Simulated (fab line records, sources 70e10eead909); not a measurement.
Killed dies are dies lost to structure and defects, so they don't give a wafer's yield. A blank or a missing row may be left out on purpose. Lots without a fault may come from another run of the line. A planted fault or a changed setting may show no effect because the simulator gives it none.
fab line records | flow nand_harc | part 2 of 2: steps 32 to 42 of 42
record lots=5 wafers=15 last_day=32
route steps=1302 shown A_DECK1_JOINT@528 A_ONON_D2@545 A_CHANNEL_HOLE_D2@570
lots that met no fault: from a run of the same line without faults
start_h: hours from the record's first day to the start of the lot's first wafer shown | wait_h: hours since the lot's step before | " the same as in the row above | L1.1+2: a row that stands for several wafers | - no value, or no start given | * or withheld: withheld | < > ~ a bound
route shown NAME@n: a module of which the file shows steps, and the number in the route of the first | usual: mean/standard deviation of fault-free wafers | same: alike in all rows | chamber/n: place in a boat | sites: the reading at each site | _std_site: their standard deviation | _edge_site: outer sites' mean less inner sites' | radius_mm: how far each site lies from the wafer's centre | mask NAME#n: copy n | behind: the tool/chamber that last shaped the wafer | hold: why the lot was held/for how many hours/how that ended | device: the transistor (n, p or np) that didn't switch | end of line: the same wafers' tests at the end of the route | a step without rows: its recipe alone | killed: dies lost to structure and defects at the first sort, not the wafer's yield | map: a wafer's dies, x killed, . not, _ none there
set.NAME: the setting as run; set.NAME@STEP: as run at that earlier step | model.NAME: the simulator's own value behind a step, which no gauge read
lots at some steps of the route; a table a step, a row a wafer
services: from which hour (start_h, from the record's first day; less than 0 if before it) a tool's chamber was out of use, for how many hours, and why
## steps
# step NHARC_A_ONON_D2_DEP_22
# recipe target_thk_a=10000 n2_flow_sccm=2750 n2o_flow_sccm=2000 nh3_flow_sccm=500 sih4_flow_sccm=210 temp_c=400
# columns lot.wafer tool chamber start_h wait_h
L074.3+5+6 pecvd_onon-03 0 275.19 0.2
L083.1+2+5 pecvd_onon-01 0 369.98 0.1
L084.2+3+4 pecvd_onon-01 0 388.40 0.1
L095.1+3+6 pecvd_onon-01 0 497.82 0.1
L096.1+3+5 pecvd_onon-04 0 506.08 0.1
# step NHARC_A_ONON_D2_THK_MEAS_24
# recipe thk_meas_gauge=ellipsometry
# usual thk_nm=998/10
# columns lot.wafer tool chamber start_h wait_h thk_nm
L074.3 film_metro-01 - 275.58 - 987
L074.5 " - " " 986
L074.6 " - " " 988
L083.1 film_metro-02 - 370.49 - 1009
L083.2 " - " " 1010
L083.5 " - " " 1007
L084.2 film_metro-01 - 388.85 - 994
L084.3 " - " " 992
L084.4 " - " " 991
L095.1 film_metro-01 - 498.34 - 1002
L095.3 " - " " 1002
L095.6 " - " " 1003
L096.1 film_metro-02 - 506.59 - 997
L096.3 " - " " 993
L096.5 " - " " 995
# step NHARC_A_ONON_D2_DEP_25
# recipe target_thk_a=10000 n2_flow_sccm=2750 n2o_flow_sccm=2000 nh3_flow_sccm=500 sih4_flow_sccm=210 temp_c=400
# columns lot.wafer tool chamber start_h wait_h
L074.3+5+6 pecvd_onon-04 0 275.76 0.2
L083.1+2+5 pecvd_onon-03 0 370.54 0.1
L084.2+3+4 pecvd_onon-04 0 388.96 0.1
L095.1+3+6 pecvd_onon-03 0 498.40 0.1
L096.1+3+5 pecvd_onon-01 0 506.65 0.1
# step NHARC_A_ONON_D2_THK_MEAS_27
# recipe thk_meas_gauge=ellipsometry
# usual thk_nm=999/7.4
# columns lot.wafer tool chamber start_h wait_h thk_nm
L074.3 film_metro-01 - 276.15 - 992
L074.5 " - " " 993
L074.6 " - " " 994
L083.1 film_metro-01 - 371.05 - 996
L083.2 " - " " 998
L083.5 " - " " 998
L084.2 film_metro-02 - 389.42 - 1005
L084.3 " - " " 1007
L084.4 " - " " 1005
L095.1 film_metro-01 - 498.90 - 992
L095.3 " - " " 991
L095.6 " - " " 991
L096.1 film_metro-01 - 507.16 - 1007
L096.3 " - " " 1007
L096.5 " - " " 1008
# step NHARC_A_ONON_D2_DEP_28
# recipe target_thk_a=10000 n2_flow_sccm=2750 n2o_flow_sccm=2000 nh3_flow_sccm=500 sih4_flow_sccm=210 temp_c=400
# columns lot.wafer tool chamber start_h wait_h
L074.3+5+6 pecvd_onon-03 0 276.33 0.2
L083.1+2+5 pecvd_onon-04 0 371.11 0.1
L084.2+3+4 pecvd_onon-03 0 389.53 0.1
L095.1+3+6 pecvd_onon-01 0 498.96 0.1
L096.1+3+5 pecvd_onon-03 0 507.21 0.1
# step NHARC_A_ONON_D2_THK_MEAS_30
# recipe thk_meas_gauge=ellipsometry
# usual thk_nm=997/10
# columns lot.wafer tool chamber start_h wait_h thk_nm
L074.3 film_metro-01 - 276.72 - 987
L074.5 " - " " 988
L074.6 " - " " 987
L083.1 film_metro-02 - 371.62 - 984
L083.2 " - " " 985
L083.5 " - " " 985
L084.2 film_metro-02 - 389.99 - 1008
L084.3 " - " " 1008
L084.4 " - " " 1007
L095.1 film_metro-01 - 499.47 - 1011
L095.3 " - " " 1011
L095.6 " - " " 1015
L096.1 film_metro-01 - 507.73 - 1004
L096.3 " - " " 1002
L096.5 " - " " 1003
# step NHARC_A_ONON_D2_DEP_33
# recipe target_thk_a=2000 temp_c=400 pressure_torr=6.5 rf_w=900 teos_flow_sccm=161.4 flow_sccm=2650 target_thk_nm=200 gas=O2 material=SiO2
# usual chamber_pressure_Torr=6.500/0.016 heater_power_w=513/62 throttle_valve_pct=16.0/0.69
# columns lot.wafer tool chamber start_h wait_h chamber_pressure_Torr heater_power_w throttle_valve_pct
L074.3 pecvd-02 1 276.90 0.2 6.496 504 15.5
L074.5 " 1 " " 6.499 521 15.6
L074.6 " 2 " " 6.545 447 16.8
L083.1 pecvd-01 1 371.68 0.1 6.499 551 16.9
L083.2 " 0 " " 6.520 496 16.0
L083.5 " 2 " " 6.509 510 15.1
L084.3 pecvd-01 1 390.04 0.1 6.504 506 17.3
L084.2 " 2 " " 6.513 578 15.1
L084.4 " 2 " " 6.518 573 15.4
L095.1 pecvd-04 0 499.53 0.1 6.510 489 16.1
L095.3 " 1 " " 6.517 477 15.2
L095.6 " 2 " " 6.512 406 16.6
L096.1 pecvd-04 2 507.78 0.1 6.498 503 16.6
L096.3 " 1 " " 6.511 501 15.7
L096.5 " 0 " " 6.505 493 16.3
# step NHARC_A_ONON_D2_THK_MEAS_34
# recipe thk_meas_gauge=ellipsometry
# usual thk_nm=199.5/2.7
# columns lot.wafer tool chamber start_h wait_h thk_nm
L074.3 film_metro-02 - 277.31 - 199.7
L074.5 " - " " 201.5
L074.6 " - " " 202.8
L083.1 film_metro-01 - 372.09 - 199.7
L083.2 " - " " 194.0
L083.5 " - " " 197.0
L084.2 film_metro-01 - 390.45 - 197.8
L084.3 " - " " 196.3
L084.4 " - " " 198.6
L095.1 film_metro-02 - 499.94 - 198.1
L095.3 " - " " 198.2
L095.6 " - " " 204.7
L096.1 film_metro-01 - 508.19 - 199.5
L096.3 " - " " 196.0
L096.5 " - " " 197.9
# step NHARC_A_ONON_D2_INSPECT_32
# usual raw_defect_count=449/180
# columns lot.wafer tool chamber start_h wait_h raw_defect_count
L074.3 defect_inspect-01 - 277.37 0.0 395
L074.5 " - " " 417
L074.6 " - " " 307
L083.1 defect_inspect-01 - 372.18 0.0 557
L083.2 " - " " 505
L083.5 " - " " 905
L084.2 defect_inspect-01 - 390.52 0.0 354
L084.3 " - " " 229
L084.4 " - " " 279
L095.1 defect_inspect-02 - 500.02 0.0 331
L095.3 " - " " 322
L095.6 " - " " 287
L096.1 defect_inspect-02 - 508.26 0.0 719
L096.3 " - " " 985
L096.5 " - " " 448
# step NHARC_A_CHANNEL_HOLE_D2_DEP_00
# recipe target_thk_a=31000 temp_c=400 material=aC
# usual throttle_valve_pct=35.000/0.0093
# columns lot.wafer tool chamber start_h wait_h throttle_valve_pct
L074.3 acl_dep-03 0 278.07 0.7 35.002
L074.5 " 0 " " 35.002
L074.6 " 0 " " 34.989
L083.1 acl_dep-02 0 375.73 3.5 34.995
L083.2 " 0 " " 35.002
L083.5 " 0 " " 34.999
L084.2 acl_dep-01 0 390.90 0.4 34.999
L084.3 " 0 " " 34.999
L084.4 " 0 " " 35.007
L095.1 acl_dep-02 0 500.09 0.1 35.022
L095.3 " 0 " " 34.989
L095.6 " 0 " " 35.017
L096.1 acl_dep-03 0 508.32 0.1 34.994
L096.3 " 0 " " 35.009
L096.5 " 0 " " 34.997
# step NHARC_A_CHANNEL_HOLE_D2_DEP_01
# recipe target_thk_a=1400 target_thk_nm=140 temp_c=400 pressure_torr=3.5 flow_sccm=200 rf_w=350 material=SiON
# usual chamber_pressure_Torr=3.499/0.0082 heater_power_w=716/75
# columns lot.wafer tool chamber start_h wait_h chamber_pressure_Torr heater_power_w
L074.3 pecvd-03 0 279.41 1.0 3.507 776
L074.6 " 2 " " 3.510 787
L074.5 " 0 " " 3.499 761
L083.1 pecvd-01 0 377.71 1.7 3.515 742
L083.2 " 1 " " 3.522 790
L083.5 " 2 " " 3.493 669
L084.2 pecvd-01 2 392.52 1.3 3.493 700
L084.3 " 0 " " 3.500 684
L084.4 " 1 " " 3.508 789
L095.1 pecvd-04 0 502.04 1.6 3.499 656
L095.3 " 2 " " 3.499 675
L095.6 " 0 " " 3.499 694
L096.1 pecvd-03 2 510.25 1.6 3.495 736
L096.3 " 1 " " 3.510 593
L096.5 " 1 " " 3.502 592
## services
# columns tool chamber start_h hours kind
pecvd-02 - 227.16 13.0 pm
pecvd_onon-03 - 227.28 13.0 pm
pecvd-01 2 250.22 2.0 repair
fcvd-02 - 269.00 13.0 pm
pecvd_onon-01 - 269.40 13.0 pm
wet_bench-07 - 275.22 8.0 pm
wet_bench-06 - 290.74 3.6 repair
pecvd-01 - 311.36 13.0 pm
pecvd_onon-04 - 311.62 13.0 pm
fcvd-01 - 329.50 0.7 repair
fcvd-01 1 347.09 13.0 repair
fcvd-01 - 366.00 13.0 pm
fcvd-02 - 373.08 1.1 repair
wet_bench-06 - 377.97 8.0 pm
pecvd_onon-03 - 408.28 13.0 pm
pecvd-02 - 408.33 13.0 pm
pecvd-01 0 411.89 13.7 repair
fcvd-01 - 441.08 0.3 repair
pecvd-02 0 449.69 3.1 repair
fcvd-02 - 450.00 13.0 pm
pecvd_onon-01 - 450.40 13.0 pm
wet_bench-07 - 451.22 8.0 pm
wet_bench-06 - 462.65 0.5 repair
pecvd_onon-04 - 492.62 13.0 pm
